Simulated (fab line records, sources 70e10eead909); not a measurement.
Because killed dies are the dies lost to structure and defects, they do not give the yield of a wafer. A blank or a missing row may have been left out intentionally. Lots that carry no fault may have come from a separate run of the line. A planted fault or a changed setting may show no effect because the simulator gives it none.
What tool caused it? || flow nand-harc || 14 lots with 42 wafers sampled at 4 steps, on a route of 1302 steps

## WHAT THE GAUGES SHOWED, per wafer
NHARC_THIN_TSV_CD_MEAS_37.
{"lot": "L481", "measured": "day 24 14:06", "on": "cd-sem-01", "cd-nm (nm)": "5002 4997 5003"}
{"lot": "L482", "measured": "day 24 21:09", "on": "cd-sem-02", "cd-nm (nm)": "4996 4999 4999"}
{"lot": "L480", "measured": "day 24 22:26", "on": "cd-sem-02", "cd-nm (nm)": "5000 4999 4998"}
{"lot": "L483", "measured": "day 24 23:26", "on": "cd-sem-01", "cd-nm (nm)": "5000 4997 4998"}
{"lot": "L488", "measured": "day 26 19:16", "on": "cd-sem-02", "cd-nm (nm)": "4996 4995 4999"}
{"lot": "L486", "measured": "day 27 00:15", "on": "cd-sem-02", "cd-nm (nm)": "4996 4997 5004"}
{"lot": "L487", "measured": "day 27 04:54", "on": "cd-sem-01", "cd-nm (nm)": "4995 4996 4998"}
{"lot": "L489", "measured": "day 27 19:20", "on": "cd-sem-03", "cd-nm (nm)": "4995 4998 4996"}
{"lot": "L491", "measured": "day 28 06:52", "on": "cd-sem-01", "cd-nm (nm)": "4999 5001 5001"}
{"lot": "L492", "measured": "day 29 02:08", "on": "cd-sem-03", "cd-nm (nm)": "4996 4999 4999"}
{"lot": "L494", "measured": "day 30 02:29", "on": "cd-sem-03", "cd-nm (nm)": "4998 5002 5002"}
{"lot": "L493", "measured": "day 30 03:33", "on": "cd-sem-01", "cd-nm (nm)": "5002 5006 5000"}
{"lot": "L496", "measured": "day 30 09:17", "on": "cd-sem-03", "cd-nm (nm)": "5004 5003 5002"}
{"lot": "L503", "measured": "day 33 23:48", "on": "cd-sem-01", "cd-nm (nm)": "4993 4994 5000"}

## EACH LOT AND THE TOOL THAT RAN IT (in order: tool; ch and the chambers of the sampled wafers; start)
{"lot": "L481", "NHARC_THIN_TSV_ETCHBACK_48": "rie-diel-11 ch 1,2,3, day 24 09:01", "NHARC_THIN_TSV_PRE_CLEAN_50": "pvd-sputter-03, day 24 12:57 or earlier", "NHARC_THIN_TSV_ETCH_59": "rie-metal-01 ch 0,1, day 24 12:57"}
{"lot": "L482", "NHARC_THIN_TSV_ETCHBACK_48": "rie-diel-08 ch 0,1,2, day 24 15:57", "NHARC_THIN_TSV_PRE_CLEAN_50": "pvd-sputter-02, day 24 19:59 or earlier", "NHARC_THIN_TSV_ETCH_59": "rie-metal-02 ch 0, day 24 19:59"}
{"lot": "L480", "NHARC_THIN_TSV_ETCHBACK_48": "rie-diel-08 ch 0,2, day 24 17:25", "NHARC_THIN_TSV_PRE_CLEAN_50": "pvd-sputter-02, day 24 21:20 or earlier", "NHARC_THIN_TSV_ETCH_59": "rie-metal-01 ch 0,1, day 24 21:20"}
{"lot": "L483", "NHARC_THIN_TSV_ETCHBACK_48": "rie-diel-10 ch 0,2,3, day 24 18:20", "NHARC_THIN_TSV_PRE_CLEAN_50": "pvd-sputter-02, day 24 22:17 or earlier", "NHARC_THIN_TSV_ETCH_59": "rie-metal-03 ch 0,1, day 24 22:17"}
{"lot": "L488", "NHARC_THIN_TSV_ETCHBACK_48": "rie-diel-10 ch 1,2,3, day 26 14:11", "NHARC_THIN_TSV_PRE_CLEAN_50": "pvd-sputter-01, day 26 18:06 or earlier", "NHARC_THIN_TSV_ETCH_59": "rie-metal-02 ch 0,1, day 26 18:06"}
{"lot": "L486", "NHARC_THIN_TSV_ETCHBACK_48": "rie-diel-10 ch 0,2,3, day 26 19:10", "NHARC_THIN_TSV_PRE_CLEAN_50": "pvd-sputter-03, day 26 23:05 or earlier", "NHARC_THIN_TSV_ETCH_59": "rie-metal-02 ch 0,1, day 26 23:05"}
{"lot": "L487", "NHARC_THIN_TSV_ETCHBACK_48": "rie-diel-10 ch 1,2,3, day 26 23:29", "NHARC_THIN_TSV_PRE_CLEAN_50": "pvd-sputter-03, day 27 03:34 or earlier", "NHARC_THIN_TSV_ETCH_59": "rie-metal-03 ch 0, day 27 03:34"}
{"lot": "L489", "NHARC_THIN_TSV_ETCHBACK_48": "rie-diel-10 ch 0,1, day 27 14:09", "NHARC_THIN_TSV_PRE_CLEAN_50": "pvd-sputter-01, day 27 18:12 or earlier", "NHARC_THIN_TSV_ETCH_59": "rie-metal-03 ch 1, day 27 18:12"}
{"lot": "L491", "NHARC_THIN_TSV_ETCHBACK_48": "rie-diel-08 ch 2,3, day 28 01:52", "NHARC_THIN_TSV_PRE_CLEAN_50": "pvd-sputter-03, day 28 05:43 or earlier", "NHARC_THIN_TSV_ETCH_59": "rie-metal-02 ch 0,1, day 28 05:43"}
{"lot": "L492", "NHARC_THIN_TSV_ETCHBACK_48": "rie-diel-08 ch 0,1,2, day 28 21:13", "NHARC_THIN_TSV_PRE_CLEAN_50": "pvd-sputter-03, day 29 01:05 or earlier", "NHARC_THIN_TSV_ETCH_59": "rie-metal-02 ch 0,1, day 29 01:05"}
{"lot": "L494", "NHARC_THIN_TSV_ETCHBACK_48": "rie-diel-08 ch 0,1, day 29 21:23", "NHARC_THIN_TSV_PRE_CLEAN_50": "pvd-sputter-01, day 30 01:20 or earlier", "NHARC_THIN_TSV_ETCH_59": "rie-metal-02 ch 0,1, day 30 01:20"}
{"lot": "L493", "NHARC_THIN_TSV_ETCHBACK_48": "rie-diel-11 ch 0,2,3, day 29 22:36", "NHARC_THIN_TSV_PRE_CLEAN_50": "pvd-sputter-03, day 30 02:26 or earlier", "NHARC_THIN_TSV_ETCH_59": "rie-metal-01 ch 0,1, day 30 02:26"}
{"lot": "L496", "NHARC_THIN_TSV_ETCHBACK_48": "rie-diel-10 ch 0,1,3, day 30 04:14", "NHARC_THIN_TSV_PRE_CLEAN_50": "pvd-sputter-01, day 30 08:08 or earlier", "NHARC_THIN_TSV_ETCH_59": "rie-metal-02 ch 0,1, day 30 08:08"}
{"lot": "L503", "NHARC_THIN_TSV_ETCHBACK_48": "rie-diel-08 ch 0,2, day 33 18:34", "NHARC_THIN_TSV_PRE_CLEAN_50": "pvd-sputter-03, day 33 22:43 or earlier", "NHARC_THIN_TSV_ETCH_59": "rie-metal-03 ch 0,1, day 33 22:43"}
- NHARC_THIN_TSV_ETCHBACK_48: etches the open film in C4F8/Ar, target depth 1028.5 nm, time 405.17 s.
- NHARC_THIN_TSV_PRE_CLEAN_50: time 30 s.
- NHARC_THIN_TSV_ETCH_59: etches the open film in Cl2/BCl3, target depth 880 nm, time 138.1 s.

## AS READ BY THE TOOLS THEMSELVES (means over the sampled wafers that have a number; for cases with no such wafer, the mark the record gives instead)
NHARC_THIN_TSV_ETCHBACK_48.
{"lot": "L481", "tool": "rie-diel-11", "oes-product-au (a.u.)": 0.92, "rf-vpp-V (V)": 546.5}
{"lot": "L482", "tool": "rie-diel-08", "oes-product-au (a.u.)": 0.96, "rf-vpp-V (V)": 544.3}
{"lot": "L480", "tool": "rie-diel-08", "oes-product-au (a.u.)": 1.01, "rf-vpp-V (V)": 544.4}
{"lot": "L483", "tool": "rie-diel-10", "oes-product-au (a.u.)": 0.94, "rf-vpp-V (V)": 546.1}
{"lot": "L488", "tool": "rie-diel-10", "oes-product-au (a.u.)": 1.00, "rf-vpp-V (V)": 544.9}
{"lot": "L486", "tool": "rie-diel-10", "oes-product-au (a.u.)": 0.99, "rf-vpp-V (V)": 545.8}
{"lot": "L487", "tool": "rie-diel-10", "oes-product-au (a.u.)": 0.97, "rf-vpp-V (V)": 545.3}
{"lot": "L489", "tool": "rie-diel-10", "oes-product-au (a.u.)": 0.93, "rf-vpp-V (V)": 547.2}
{"lot": "L491", "tool": "rie-diel-08", "oes-product-au (a.u.)": 0.93, "rf-vpp-V (V)": 548.5}
{"lot": "L492", "tool": "rie-diel-08", "oes-product-au (a.u.)": 0.93, "rf-vpp-V (V)": 544.3}
{"lot": "L494", "tool": "rie-diel-08", "oes-product-au (a.u.)": 0.93, "rf-vpp-V (V)": 543.7}
{"lot": "L493", "tool": "rie-diel-11", "oes-product-au (a.u.)": 0.92, "rf-vpp-V (V)": 546.8}
{"lot": "L496", "tool": "rie-diel-10", "oes-product-au (a.u.)": 0.94, "rf-vpp-V (V)": 545.3}
{"lot": "L503", "tool": "rie-diel-08", "oes-product-au (a.u.)": 0.93, "rf-vpp-V (V)": 545.4}

NHARC_THIN_TSV_PRE_CLEAN_50.
{"lot": "L481", "tool": "pvd-sputter-03", "heater-power-w (W)": 437}
{"lot": "L482", "tool": "pvd-sputter-02", "heater-power-w (W)": 410}
{"lot": "L480", "tool": "pvd-sputter-02", "heater-power-w (W)": 430}
{"lot": "L483", "tool": "pvd-sputter-02", "heater-power-w (W)": 399}
{"lot": "L488", "tool": "pvd-sputter-01", "heater-power-w (W)": 411}
{"lot": "L486", "tool": "pvd-sputter-03", "heater-power-w (W)": 407}
{"lot": "L487", "tool": "pvd-sputter-03", "heater-power-w (W)": 409}
{"lot": "L489", "tool": "pvd-sputter-01", "heater-power-w (W)": 395}
{"lot": "L491", "tool": "pvd-sputter-03", "heater-power-w (W)": 388}
{"lot": "L492", "tool": "pvd-sputter-03", "heater-power-w (W)": 414}
{"lot": "L494", "tool": "pvd-sputter-01", "heater-power-w (W)": 413}
{"lot": "L493", "tool": "pvd-sputter-03", "heater-power-w (W)": 411}
{"lot": "L496", "tool": "pvd-sputter-01", "heater-power-w (W)": 404}
{"lot": "L503", "tool": "pvd-sputter-03", "heater-power-w (W)": 404}

NHARC_THIN_TSV_ETCH_59.
{"lot": "L481", "tool": "rie-metal-01", "bcl3-flow-sccm (sccm)": 30.14, "drypump-motor-current-A (A)": 5.3, "mfc-cl2-sccm (sccm)": 60.16, "oes-product-au (a.u.)": 1.015, "run-length-s (s)": 159.1, "throttle-valve-pct (%)": 22.270}
{"lot": "L482", "tool": "rie-metal-02", "bcl3-flow-sccm (sccm)": 30.00, "drypump-motor-current-A (A)": 5.5, "mfc-cl2-sccm (sccm)": 60.17, "oes-product-au (a.u.)": 1.008, "run-length-s (s)": 158.9, "throttle-valve-pct (%)": 22.267}
{"lot": "L480", "tool": "rie-metal-01", "bcl3-flow-sccm (sccm)": 30.01, "drypump-motor-current-A (A)": 5.3, "mfc-cl2-sccm (sccm)": 59.94, "oes-product-au (a.u.)": 1.022, "run-length-s (s)": 159.2, "throttle-valve-pct (%)": 22.266}
{"lot": "L483", "tool": "rie-metal-03", "bcl3-flow-sccm (sccm)": 29.97, "drypump-motor-current-A (A)": 6.3, "mfc-cl2-sccm (sccm)": 59.93, "oes-product-au (a.u.)": 0.995, "run-length-s (s)": 159.2, "throttle-valve-pct (%)": 22.269}
{"lot": "L488", "tool": "rie-metal-02", "bcl3-flow-sccm (sccm)": 30.01, "drypump-motor-current-A (A)": 5.6, "mfc-cl2-sccm (sccm)": 59.83, "oes-product-au (a.u.)": 1.010, "run-length-s (s)": 158.9, "throttle-valve-pct (%)": 22.260}
{"lot": "L486", "tool": "rie-metal-02", "bcl3-flow-sccm (sccm)": 29.89, "drypump-motor-current-A (A)": 5.6, "mfc-cl2-sccm (sccm)": 59.83, "oes-product-au (a.u.)": 1.006, "run-length-s (s)": 159.0, "throttle-valve-pct (%)": 22.256}
{"lot": "L487", "tool": "rie-metal-03", "bcl3-flow-sccm (sccm)": 29.96, "drypump-motor-current-A (A)": 6.5, "mfc-cl2-sccm (sccm)": 59.86, "oes-product-au (a.u.)": 0.998, "run-length-s (s)": 159.3, "throttle-valve-pct (%)": 22.269}
{"lot": "L489", "tool": "rie-metal-03", "bcl3-flow-sccm (sccm)": 29.98, "drypump-motor-current-A (A)": 5.8, "mfc-cl2-sccm (sccm)": 59.96, "oes-product-au (a.u.)": 0.977, "run-length-s (s)": 159.4, "throttle-valve-pct (%)": 22.266}
{"lot": "L491", "tool": "rie-metal-02", "bcl3-flow-sccm (sccm)": 30.00, "drypump-motor-current-A (A)": 5.6, "mfc-cl2-sccm (sccm)": 59.87, "oes-product-au (a.u.)": 1.013, "run-length-s (s)": 158.5, "throttle-valve-pct (%)": 22.264}
{"lot": "L492", "tool": "rie-metal-02", "bcl3-flow-sccm (sccm)": 29.97, "drypump-motor-current-A (A)": 5.6, "mfc-cl2-sccm (sccm)": 59.93, "oes-product-au (a.u.)": 1.004, "run-length-s (s)": 158.8, "throttle-valve-pct (%)": 22.258}
{"lot": "L494", "tool": "rie-metal-02", "bcl3-flow-sccm (sccm)": 29.95, "drypump-motor-current-A (A)": 5.6, "mfc-cl2-sccm (sccm)": 59.83, "oes-product-au (a.u.)": 1.007, "run-length-s (s)": 137.7, "throttle-valve-pct (%)": 22.262}
{"lot": "L493", "tool": "rie-metal-01", "bcl3-flow-sccm (sccm)": 30.04, "drypump-motor-current-A (A)": 5.3, "mfc-cl2-sccm (sccm)": 60.12, "oes-product-au (a.u.)": 0.991, "run-length-s (s)": 159.2, "throttle-valve-pct (%)": 22.261}
{"lot": "L496", "tool": "rie-metal-02", "bcl3-flow-sccm (sccm)": 29.97, "drypump-motor-current-A (A)": 5.7, "mfc-cl2-sccm (sccm)": 59.82, "oes-product-au (a.u.)": 1.003, "run-length-s (s)": 137.6, "throttle-valve-pct (%)": 22.257}
{"lot": "L503", "tool": "rie-metal-03", "bcl3-flow-sccm (sccm)": 30.02, "drypump-motor-current-A (A)": 6.0, "mfc-cl2-sccm (sccm)": 60.20, "oes-product-au (a.u.)": 0.990, "run-length-s (s)": 159.4, "throttle-valve-pct (%)": 22.264}

## THE ANSWER, worked out from the rows above alone
Rule: the lots themselves supply what counts as usual. Put in order of their means at a reading, lots are off if they are a third of the lots or fewer, leave a main group of 4 or more, and stand apart from it by a gap of 3 or more times the standard deviation of the main group's means; of several such gaps the widest counts. If all means in a main group match to the digits the tables above print for the reading, that group is not used. A lot without any number at a reading at which 4 lots or more have one is off too. Any other lot the step has rows for is counted as sound. After the gauges, taken in route order, come the tools' own readings; for these a lot's mean is taken, as printed above. At the first step where some lot is off, the reading lying furthest off is the one used; lots without a number count as furthest.
Off at NHARC_THIN_TSV_ETCH_59 (run-length-s): L494, L496. The main group has a mean of 159.1 s with a standard deviation of 0.26.
A tool fits if, at that step or a process step before it, it ran every lot that is off, and no sound lot after the first of them. Because NHARC_THIN_TSV_PRE_CLEAN_50 lacks a start for some lots, the hours and order of its lots are taken from NHARC_THIN_TSV_ETCH_59. Can't be told from this: 2 tools fit, pvd-sputter-01 at NHARC_THIN_TSV_PRE_CLEAN_50, rie-metal-02 at NHARC_THIN_TSV_ETCH_59.

## WHAT THE SIMULATOR HAD PUT IN
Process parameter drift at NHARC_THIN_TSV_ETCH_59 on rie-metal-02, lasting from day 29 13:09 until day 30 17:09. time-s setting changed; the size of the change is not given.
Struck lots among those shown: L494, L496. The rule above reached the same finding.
